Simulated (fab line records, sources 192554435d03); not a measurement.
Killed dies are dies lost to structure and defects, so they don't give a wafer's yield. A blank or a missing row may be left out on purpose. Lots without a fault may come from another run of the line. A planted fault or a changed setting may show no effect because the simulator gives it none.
fab line records | flow n5_finfet
record lots=10 wafers=23 last_day=16
route steps=1938 shown PMOS_HMC_CHANNEL_EPI@89 FIN_SAQP@112 BEOL_M4@1111 PASSIVATION@1936
lots that met no fault: from a run of the same line without faults
start_h: hours from the record's first day to the start of the lot's first wafer shown | wait_h: hours since the lot's step before | " the same as in the row above | L1.1+2: a row that stands for several wafers | - no value, or no start given | * or withheld: withheld | < > ~ a bound
route shown NAME@n: a module of which the file shows steps, and the number in the route of the first | usual: mean/standard deviation of fault-free wafers | same: alike in all rows | chamber/n: place in a boat | sites: the reading at each site | _std_site: their standard deviation | _edge_site: outer sites' mean less inner sites' | radius_mm: how far each site lies from the wafer's centre | mask NAME#n: copy n | behind: the tool/chamber that last shaped the wafer | hold: why the lot was held/for how many hours/how that ended | device: the transistor (n, p or np) that didn't switch | end of line: the same wafers' tests at the end of the route | a step without rows: its recipe alone | killed: dies lost to structure and defects at the first sort, not the wafer's yield | map: a wafer's dies, x killed, . not, _ none there
set.NAME: the setting as run; set.NAME@STEP: as run at that earlier step | model.NAME: the simulator's own value behind a step, which no gauge read
steps of the route over a sample of lots; a table a step, a row a wafer
services: from which hour (start_h, from the record's first day; less than 0 if before it) a tool's chamber was out of use, for how many hours, and why
## steps
# step N5_PMOS_HMC_CHANNEL_EPI_INSPECT_30
# recipe inspect_instrument=darkfield mode=post_epi
# usual raw_defect_count=19/6.9
# columns lot.wafer tool chamber start_h wait_h raw_defect_count
L112.1 defect_inspect-02 - 20.20 0.0 12
L112.3 " - " " 33
L112.5 " - " " 19
L114.3 defect_inspect-02 - 33.40 0.0 20
L114.4 " - " " 28
L115.2 defect_inspect-02 - 38.74 0.0 30
L115.4 " - " " 28
L115.6 " - " " 35
L116.4 defect_inspect-01 - 44.72 0.0 14
L116.5 " - " " 8
L116.6 " - " " 12
L121.1 defect_inspect-01 - 74.81 0.0 23
L121.4 " - " " 11
L122.1 defect_inspect-01 - 80.65 0.0 13
L122.2 " - " " 21
L123.1 defect_inspect-02 - 87.06 0.0 26
L123.2 " - " " 27
L124.4 defect_inspect-02 - 92.42 0.0 8
L124.5 " - " " 29
L128.3 defect_inspect-02 - 117.34 0.0 21
L128.5 " - " " 27
L131.2 defect_inspect-01 - 134.13 0.0 26
L131.3 " - " " 19
# step N5_FIN_SAQP_OVL_MEAS_17
# recipe points_per_wafer=44
# usual FIN_CORE_OVL=0.2/0.87
# columns lot.wafer tool chamber start_h wait_h FIN_CORE_OVL[nm]
L112.1 overlay-02 0 21.66 0.0 0.0
L112.3 " 0 " " 0.0
L112.5 " 0 " " 0.4
L114.3 overlay-02 0 34.79 0.0 0.3
L114.4 " 0 " " -0.3
L115.2 overlay-02 0 40.13 0.0 0.3
L115.4 " 0 " " -1.1
L115.6 " 0 " " -0.5
L116.4 overlay-01 0 46.08 0.0 0.1
L116.5 " 0 " " -0.2
L116.6 " 0 " " 0.7
L121.1 overlay-01 0 76.33 0.0 -0.7
L121.4 " 0 " " -0.2
L122.1 overlay-01 0 81.88 0.0 1.4
L122.2 " 0 " " 0.8
L123.1 overlay-01 0 88.67 0.0 1.2
L123.2 " 0 " " 2.0
L124.4 overlay-01 0 96.48 0.0 -0.3
L124.5 " 0 " " -0.5
L128.3 overlay-01 0 119.59 0.0 -0.1
L128.5 " 0 " " -0.1
L131.2 overlay-02 0 135.71 0.0 0.9
L131.3 " 0 " " 0.2
# step N5_FIN_SAQP_MANDREL_ETCH_22
# recipe target_depth_a=600 chemistry=HBr/Cl2 target=a-Si stop_on=SiNx bt_time_s=10 over_etch_frac=0.5 time_s=30 pressure_mtorr=10 icp_w=800 bias_w=75 HBr_flow_sccm=150 Cl2_flow_sccm=80 ends=end_point
# usual HBr_flow_sccm=150.0/0.42 drypump_motor_current_A=5.7/0.51 oes_product_au=0.765/0.012 throttle_valve_pct=35.4/0.31
# columns lot.wafer tool chamber start_h wait_h HBr_flow_sccm drypump_motor_current_A oes_product_au rf_hours_counter_h throttle_valve_pct
L112.1 rie_si-03 0 22.00 0.0 150.2 5.0 0.763 96 35.7
L112.3 " 1 " " 149.8 6.6 0.748 67 35.5
L112.5 " 0 " " 150.5 5.0 0.759 - 35.7
L114.3 rie_si-05 2 35.13 0.0 149.6 5.6 0.766 166 35.4
L114.4 " 3 " " 149.8 4.9 0.755 7 35.7
L115.2 rie_si-05 0 40.47 0.0 150.6 6.2 0.751 66 35.6
L115.4 " 2 " " 150.4 5.7 0.776 166 35.3
L115.6 " 2 " " 150.0 5.6 0.766 - 35.4
L116.4 rie_si-03 2 46.42 0.0 150.3 5.5 0.775 145 35.2
L116.5 " 2 " " 149.3 5.5 0.768 - 35.2
L116.6 " 3 " " 150.4 6.0 0.780 - 35.0
L121.1 rie_si-05 0 76.67 0.0 150.4 6.2 0.674 67 35.8
L121.4 " 1 " " 149.8 6.4 0.791 107 35.5
L122.1 rie_si-05 0 82.57 0.0 150.3 6.2 0.666 67 35.8
L122.2 " 1 " " 149.9 6.5 0.672 107 35.7
L123.1 rie_si-05 3 89.01 0.0 149.8 4.9 0.651 9 35.9
L123.2 " 1 " " 149.8 6.5 0.666 107 35.7
L124.4 rie_si-01 2 96.82 0.0 150.7 5.7 0.773 111 35.2
L124.5 " 2 " " 150.3 5.7 0.761 - 35.3
L128.3 rie_si-03 0 120.11 0.0 149.8 5.0 0.753 98 35.7
L128.5 " 3 " " 150.3 5.9 0.791 - 35.0
L131.2 rie_si-01 0 136.16 0.0 149.7 5.9 0.769 94 35.6
L131.3 " 3 " " 150.3 5.4 0.763 105 35.8
# step N5_FIN_SAQP_SPACER1_ETCHBACK_25
# recipe chemistry=CHF3/O2 mode=anisotropic_etchback target=SiO2 target_depth_a=244 time_s=12.2 pressure_mtorr=30 source_w=650 bias_w=170 Ar_flow_sccm=200 CHF3_flow_sccm=50 O2_flow_sccm=5 ion_energy_ev=200
# usual O2_flow_sccm=5.000/0.015 drypump_motor_current_A=5.5/0.51 oes_product_au=0.77/0.099 rf_vpp_V=520/13 showerhead_plenum_p_Torr=2.41/0.059 throttle_valve_pct=18.99/0.22
# columns lot.wafer tool chamber start_h wait_h O2_flow_sccm drypump_motor_current_A oes_product_au rf_hours_counter_h rf_vpp_V showerhead_plenum_p_Torr throttle_valve_pct
L112.1 rie_diel-05 0 24.17 0.4 5.011 5.9 0.69 243 517 2.38 19.37
L112.3 " 2 " " 5.007 4.8 0.79 105 498 2.33 18.90
L112.5 " 1 " " 5.006 5.1 0.68 - 541 2.46 18.98
L114.3 rie_diel-05 1 36.65 0.4 4.989 5.1 0.68 237 541 2.46 18.99
L114.4 " 2 " " 4.973 4.8 0.78 109 498 2.33 18.91
L115.2 rie_diel-06 1 42.05 0.4 4.972 5.9 0.71 178 519 2.41 19.23
L115.4 " 0 " " 4.984 5.3 0.67 247 507 2.48 18.89
L115.6 " 0 " " 4.993 5.3 0.68 - 507 2.48 18.86
L116.4 rie_diel-05 2 48.93 0.5 5.015 4.8 0.78 - 498 2.33 18.92
L116.5 " 1 " " 5.034 5.1 0.67 - 542 2.45 19.01
L116.6 " 3 " " 4.990 6.1 0.73 - 520 2.41 19.00
L121.1 rie_diel-05 3 78.19 0.4 5.005 6.1 0.28 160 521 2.40 18.91
L121.4 " 0 " " 5.022 5.9 0.96 - 519 2.37 18.91
L122.1 rie_diel-06 2 84.48 0.4 5.023 4.7 0.26 218 512 2.37 19.00
L122.2 " 0 " " 5.004 5.3 0.36 5 504 2.48 18.45
L123.1 rie_diel-06 0 90.55 0.4 4.997 5.2 0.35 7 505 2.48 18.44
L123.2 " 2 " " 5.004 4.7 0.26 220 510 2.37 19.00
L124.4 rie_diel-03 2 102.05 0.4 4.987 5.8 0.98 - 537 2.47 18.59
L124.5 " 3 " " 4.997 5.5 0.72 - 533 2.45 18.98
L128.3 rie_diel-05 2 121.77 0.4 5.018 4.8 0.75 144 499 2.32 18.98
L128.5 " 3 " " 5.024 6.1 0.71 - 521 2.40 19.04
L131.2 rie_diel-03 3 137.79 0.4 5.004 5.5 0.71 225 537 2.45 19.02
L131.3 " 2 " " 5.015 5.8 0.92 22 536 2.46 18.64
# step N5_FIN_SAQP_RECESS_71
# recipe chemistry=HF/NH3 target=SiO2 target_depth_a=30 afs_cycles=1 temp_c=30 sublimation_temp_c=180 sublimation_time_s=60
# usual drypump_motor_current_A=5.69/0.29 sublimation_temp_c=179.96/0.15
# columns lot.wafer tool chamber start_h wait_h drypump_motor_current_A sublimation_temp_c
L112.1 vapor_etch-01 1 25.24 0.0 5.89 180.09
L112.3 " 0 " " 5.62 179.74
L112.5 " 1 " " 5.87 180.12
L114.3 vapor_etch-02 1 37.87 0.1 5.95 180.14
L114.4 " 0 " " 5.26 180.05
L115.2 vapor_etch-02 0 43.22 0.0 5.27 179.94
L115.4 " 1 " " 5.96 179.76
L115.6 " 1 " " 5.99 179.72
L116.4 vapor_etch-01 0 50.24 0.1 5.63 179.82
L116.5 " 0 " " 5.64 180.07
L116.6 " 1 " " 5.89 180.03
L121.1 vapor_etch-02 1 79.53 0.0 5.97 179.95
L121.4 " 0 " " 5.25 179.92
L122.1 vapor_etch-01 1 85.62 0.0 5.88 179.57
L122.2 " 0 " " 5.61 179.81
L123.1 vapor_etch-02 0 91.63 0.0 5.25 180.05
L123.2 " 1 " " 5.99 179.80
L124.4 vapor_etch-01 1 103.45 0.2 5.90 179.88
L124.5 " 0 " " 5.62 180.09
L128.3 vapor_etch-01 1 123.09 0.2 5.91 180.11
L128.5 " 1 " " 5.91 179.97
L131.2 vapor_etch-02 1 139.06 0.0 5.98 180.02
L131.3 " 0 " " 5.23 180.01
# step N5_FIN_SAQP_INSPECT_40
# recipe inspect_instrument=brightfield mode=aei
# usual raw_defect_count=229/59
# columns lot.wafer tool chamber start_h wait_h raw_defect_count
L112.1 defect_inspect-02 - 26.60 0.0 164
L112.3 " - " " 250
L112.5 " - " " 316
L114.3 defect_inspect-02 - 39.15 0.0 309
L114.4 " - " " 295
L115.2 defect_inspect-02 - 44.47 0.0 241
L115.4 " - " " 262
L115.6 " - " " 218
L116.4 defect_inspect-01 - 51.60 0.0 313
L116.5 " - " " 192
L116.6 " - " " 237
L121.1 defect_inspect-02 - 81.16 0.0 1912
L121.4 " - " " 273
L122.1 defect_inspect-01 - 86.87 0.0 1950
L122.2 " - " " 1791
L123.1 defect_inspect-02 - 92.88 0.0 1810
L123.2 " - " " 1823
L124.4 defect_inspect-01 - 106.37 0.0 200
L124.5 " - " " 154
L128.3 defect_inspect-01 - 124.61 0.0 269
L128.5 " - " " 354
L131.2 defect_inspect-01 - 140.31 0.0 254
L131.3 " - " " 293
# step N5_BEOL_M4_RC_MEAS_101
# usual DIBL_N=36.9/2.1 DIBL_P=37.1/2.5 IOFF_N=0.17/0.039 IOFF_P=0.23/0.043 ION_N=673/15 ION_P=462/9.1 SS_N=71.8/0.69 SS_P=73.6/0.74 VT_N=250/3.6 VT_P=-249.7/2.9
# columns lot.wafer tool chamber start_h wait_h DIBL_N[mV/V] DIBL_P[mV/V] IOFF_N[nA/um] IOFF_P[nA/um] ION_N[uA/um] ION_P[uA/um] SS_N[mV/dec] SS_P[mV/dec] VT_N[mV] VT_P[mV]
L115.2 prober-01 0 180.79 0.2 33.5 33.0 0.12 0.17 677 465 70.8 72.1 254 -252.8
L115.4 " 0 " " 35.6 35.0 0.15 0.19 665 453 71.1 72.9 249 -252.3
L115.6 " 0 " " 35.8 35.6 0.14 0.19 667 452 70.7 73.2 251 -250.6
L114.3 prober-02 0 181.22 0.3 40.9 43.9 0.29 0.35 703 476 72.5 75.0 241 -245.6
L114.4 " 0 " " 39.4 41.2 0.23 0.29 682 461 72.1 74.2 245 -245.4
L112.1 prober-01 0 185.58 0.0 37.9 37.0 0.18 0.19 674 447 71.8 73.2 248 -249.9
L112.3 " 0 " " 39.5 40.3 0.22 0.23 687 456 71.9 74.3 247 -250.1
L112.5 " 0 " " 37.5 36.5 0.16 0.17 664 444 72.2 73.8 253 -252.8
L116.4 prober-02 0 197.94 0.5 35.4 35.1 0.14 0.20 662 456 71.9 74.4 255 -251.6
L116.5 " 0 " " 34.6 34.5 0.14 0.19 659 451 72.0 73.8 254 -250.6
L116.6 " 0 " " 37.6 37.6 0.18 0.22 683 469 72.3 74.3 251 -250.2
L121.4 prober-01 0 225.18 0.5 35.8 34.8 0.14 0.21 682 467 70.4 73.4 250 -249.3
L124.4 prober-02 0 242.76 0.5 37.6 40.2 0.22 0.29 682 468 72.4 73.5 249 -247.1
L124.5 " 0 " " 35.9 36.7 0.16 0.21 663 455 72.2 73.3 254 -252.4
L128.3 prober-01 0 272.69 0.3 38.7 39.0 0.19 0.24 689 465 72.4 72.8 246 -249.5
L128.5 " 0 " " 40.3 41.2 0.20 0.27 695 474 72.6 73.8 246 -246.3
L131.2 prober-01 0 284.13 0.2 40.9 43.4 0.28 0.34 707 486 74.2 75.1 243 -244.5
L131.3 " 0 " " 39.5 40.8 0.22 0.28 682 456 73.1 75.3 244 -247.6
# step N5_PASSIVATION_PROBE_49
# usual defect_limited_yield=91.3/1.4 killed_at_M0_to_M3=32/9.5 killed_at_M4_up=14/5.2 killed_at_contacts=13/5.7 killed_at_front_end=41/12 killed_at_other=3.5/2.6 killed_dies=103/17 killed_on_rim=14/4 killed_open=68/14 killed_short=32/7 sort_bin_4_leakage=0.01/0.051 sort_bin_5_function=5.0/0.91 sort_bin_6_memory=3.3/0.7 sort_n_pass=1076/17 sort_yield_pct=91.2/1.4
# same gross_dies=1180 killed_at_back_side=0 sort_bin_8_speed[%]=0
# columns lot.wafer tool chamber start_h wait_h defect_limited_yield[%] killed_at_M0_to_M3 killed_at_M4_up killed_at_contacts killed_at_front_end killed_at_other killed_dies killed_on_rim killed_open killed_short sort_bin_4_leakage[%] sort_bin_5_function[%] sort_bin_6_memory[%] sort_n_pass sort_yield_pct[%]
L115.2 prober-02 - 279.29 0.1 89.4 44 11 7 62 1 125 17 69 46 0 6.4 3.1 1055 89.4
L115.4 prober-02 - 279.39 0.2 91.3 40 9 10 43 1 103 11 47 53 0 5.9 2.3 1077 91.3
L115.6 prober-02 - 279.49 0.3 92.1 32 10 8 42 1 93 15 60 28 0 4.1 3.6 1087 92.1
L122.1 prober-01 - 331.17 0.0 0 26 8 21 1125 0 1180 152 57 28 0 97.0 2.5 0 0
L122.2 prober-01 - 331.22 0.1 0 22 12 8 1135 3 1180 152 46 26 0 97.4 2.5 0 0
L121.1 prober-02 - 331.25 0.0 0 25 12 12 1126 5 1180 152 69 42 0 95.3 4.2 0 0
L121.4 prober-02 - 331.40 0.2 90.4 40 15 5 44 9 113 18 82 30 0 5.3 4.2 1067 90.4
L123.1 prober-01 - 342.37 0.0 0 21 11 15 1123 10 1180 152 80 28 0 96.4 3.3 0 0
L123.2 prober-01 - 342.42 0.1 0 32 10 24 1096 18 1180 152 82 51 0 95.6 4.1 0 0
L128.3 prober-02 - 372.41 0.2 93.1 30 11 8 32 0 81 13 54 26 0 4.3 2.5 1099 93.1
L128.5 prober-02 - 372.51 0.3 90.3 33 10 6 66 0 115 11 78 37 0 6.1 3.6 1065 90.3
L131.2 prober-01 - 389.95 0.1 90.1 33 22 14 40 8 117 16 75 36 0.08 5.8 3.6 1062 90.0
L131.3 prober-01 - 390.00 0.1 89.3 32 28 18 46 2 126 13 77 37 0 6.0 3.6 1054 89.3
# killed by level:class
L115.2 FIN_SAQP:geometric_particle:open=16 BEOL_M0_SAQP:geometric_particle:open=16 BEOL_M0_SAQP:geometric_particle:short=13 FIN_SAQP:geometric_particle:short=12 HKMG_FIN:area_etch=9 BEOL_M3:geometric_particle:open=7 STARTING-WAFER:geometric_particle:open=6 STI_FIN_REVEAL:geometric_particle:open=5
L115.4 BEOL_M0_SAQP:geometric_particle:open=16 BEOL_M0_SAQP:geometric_particle:short=16 GATE_CUT:geometric_particle:short=12 MOL_CONTACT_COAG:geometric_particle:open=7 FIN_SAQP:geometric_particle:open=6 BEOL_M1:geometric_particle:short=6 GATE_CUT:geometric_particle:open=5 STARTING-WAFER:geometric_particle:short=4
L115.6 BEOL_M0_SAQP:geometric_particle:short=12 BEOL_M3:geometric_particle:open=9 FIN_SAQP:geometric_particle:short=7 FIN_SAQP:geometric_particle:open=7 MOL_CONTACT_COAG:geometric_particle:open=6 DUMMY_GATE:geometric_particle:open=5 BEOL_M0_SAQP:geometric_particle:open=5 BEOL_M4:geometric_particle:open=4
L122.1 FIN_SAQP:area_etch=1093 MOL_CONTACT_COAG:geometric_particle:open=16 BEOL_M0_SAQP:geometric_particle:short=9 STI_FIN_REVEAL:geometric_particle:open=7 BEOL_M2:geometric_particle:open=6 STI_FIN_REVEAL:geometric_particle:short=5 MOL_CONTACT_COAG:geometric_particle:short=5 BEOL_M4:geometric_particle:open=5
L122.2 FIN_SAQP:area_etch=1107 FIN_SAQP:geometric_particle:short=11 MOL_CONTACT_COAG:geometric_particle:open=7 BEOL_M1:geometric_particle:open=6 FIN_SAQP:geometric_particle:open=5 BEOL_M3:geometric_particle:open=5 BEOL_M4:geometric_particle:open=5 STI_FIN_REVEAL:geometric_particle:open=3
L121.1 FIN_SAQP:area_etch=1068 FIN_SAQP:geometric_particle:short=22 FIN_SAQP:geometric_particle:open=16 MOL_CONTACT_COAG:geometric_particle:open=11 BEOL_M4:geometric_particle:open=10 BEOL_M0_SAQP:geometric_particle:short=5 BEOL_M0_SAQP:geometric_particle:open=5 BEOL_M2:geometric_particle:open=5
L121.4 FIN_SAQP:geometric_particle:open=27 BEOL_M0_SAQP:geometric_particle:short=13 BEOL_M0_SAQP:geometric_particle:open=10 BEOL_M1:geometric_particle:open=7 MOL_CONTACT_COAG:geometric_particle:open=5 BEOL_M4:geometric_particle:open=5 FIN_SAQP:geometric_particle:short=4 BEOL_M2:geometric_particle:open=4
L123.1 FIN_SAQP:area_etch=1070 STI_FIN_REVEAL:geometric_particle:open=13 MOL_CONTACT_COAG:geometric_particle:open=13 FIN_SAQP:geometric_particle:open=10 FIN_SAQP:geometric_particle:short=6 BEOL_M0_SAQP:geometric_particle:open=5 BEOL_M4:geometric_particle:open=5 ILD0:geometric_particle:open=4
L123.2 FIN_SAQP:area_etch=1047 MOL_CONTACT_COAG:geometric_particle:open=19 STI_FIN_REVEAL:geometric_particle:open=13 BEOL_M0_SAQP:geometric_particle:short=11 FIN_SAQP:geometric_particle:open=10 STI_FIN_REVEAL:geometric_particle:short=6 GATE_CUT:geometric_particle:short=6 MOL_CONTACT_COAG:geometric_particle:short=5
L128.3 STI_FIN_REVEAL:geometric_particle:open=9 BEOL_M1:geometric_particle:open=8 FIN_SAQP:geometric_particle:short=5 MOL_CONTACT_COAG:geometric_particle:open=5 BEOL_M3:geometric_particle:open=5 STARTING-WAFER:geometric_particle:open=5 BEOL_M3:geometric_particle:short=4 BEOL_M0_SAQP:geometric_particle:open=4
L128.5 STI_FIN_REVEAL:geometric_particle:open=32 BEOL_M0_SAQP:geometric_particle:open=10 BEOL_M0_SAQP:geometric_particle:short=7 STI_FIN_REVEAL:geometric_particle:short=5 GATE_CUT:geometric_particle:short=5 BEOL_M0:geometric_particle:open=5 MOL_CONTACT_COAG:geometric_particle:short=4 BEOL_M2:geometric_particle:open=4
L131.2 FIN_SAQP:geometric_particle:open=16 BEOL_M4:geometric_particle:open=12 BEOL_M2:geometric_particle:open=11 MOL_CONTACT_COAG:geometric_particle:open=9 BEOL_M0_SAQP:geometric_particle:open=8 FIN_SAQP:geometric_particle:short=7 GATE_CUT:geometric_particle:short=6 MOL_CONTACT_COAG:geometric_particle:short=5
L131.3 MOL_CONTACT_COAG:geometric_particle:open=14 FIN_SAQP:geometric_particle:open=12 BEOL_M4:geometric_particle:open=11 BEOL_M0_SAQP:geometric_particle:open=8 BEOL_M0_SAQP:geometric_particle:short=8 HKMG_FIN:area_etch=8 FIN_SAQP:geometric_particle:short=7 STI_FIN_REVEAL:geometric_particle:open=7
## services
# columns tool chamber start_h hours kind
rie_diel-03 - -0.72 2.8 pm
rie_diel-06 - 9.96 2.8 pm
vapor_etch-01 1 14.63 10.4 repair
rie_diel-05 0 42.73 - clean
rie_diel-05 0 42.73 - consumable_replace:focus_ring
rie_diel-05 0 42.73 14.6 scheduled_down
rie_diel-05 0 42.73 14.6 vent_cycle
rie_diel-06 0 51.89 - clean
rie_diel-06 0 51.89 - consumable_replace:focus_ring
rie_diel-06 0 51.89 19.3 scheduled_down
rie_diel-06 0 51.89 19.3 vent_cycle
rie_si-01 0 52.51 6.1 repair
rie_si-01 3 56.00 24.3 repair
rie_diel-03 2 58.66 - clean
rie_diel-03 2 58.66 - consumable_replace:focus_ring
rie_diel-05 1 69.95 - clean
rie_diel-05 1 69.95 - consumable_replace:focus_ring
rie_diel-03 0 77.63 53.1 repair
vapor_etch-01 - 87.23 0.1 repair
rie_si-05 3 96.32 5.7 repair
rie_diel-03 2 97.15 3.3 repair
rie_diel-06 0 100.78 9.1 repair
rie_diel-06 - 119.48 4.4 repair
rie_diel-06 0 124.63 1.7 repair
## key
first_sign step=N5_FIN_SAQP_MANDREL_ETCH_22 reading=oes_product_au direction=down sigmas=8 usual=0.765 struck=0.666
effect step=N5_FIN_SAQP_SPACER1_ETCHBACK_25 reading=oes_product_au direction=down sigmas=4.7 usual=0.77 struck=0.30
effect step=N5_FIN_SAQP_INSPECT_40 reading=raw_defect_count direction=up sigmas=28 usual=229 struck=1857
effect step=N5_PASSIVATION_PROBE_49 reading=sort_bin_5_function direction=up sigmas=99+ usual=5.0 struck=96.3
more_kills_born_at N5_FIN_SAQP_MANDREL_ETCH_22@rie_si-05=5385
met_at N5_FIN_SAQP_MANDREL_ETCH_22
struck_lots L121,L122,L123
struck_wafers L121.1,L122.1,L122.2,L123.1,L123.2
later_rows_left_out L121.1,L122.1,L122.2,L123.1,L123.2
not_acting_at N5_PMOS_HMC_CHANNEL_EPI_INSPECT_30,N5_FIN_SAQP_OVL_MEAS_17,N5_FIN_SAQP_RECESS_71
onset_between 40.47 76.67
fault kind=process_parameter_drift tool=rie_si-05 chamber=- onset_h=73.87 steps=N5_FIN_SAQP_MANDREL_ETCH_22 channel=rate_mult offset=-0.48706 shape=step end_h=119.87 scope=struck_wafers_only
# later_rows_left_out: the simulator's readings of these wafers behind a module that went badly wrong aren't trusted and aren't shown, but for the sort
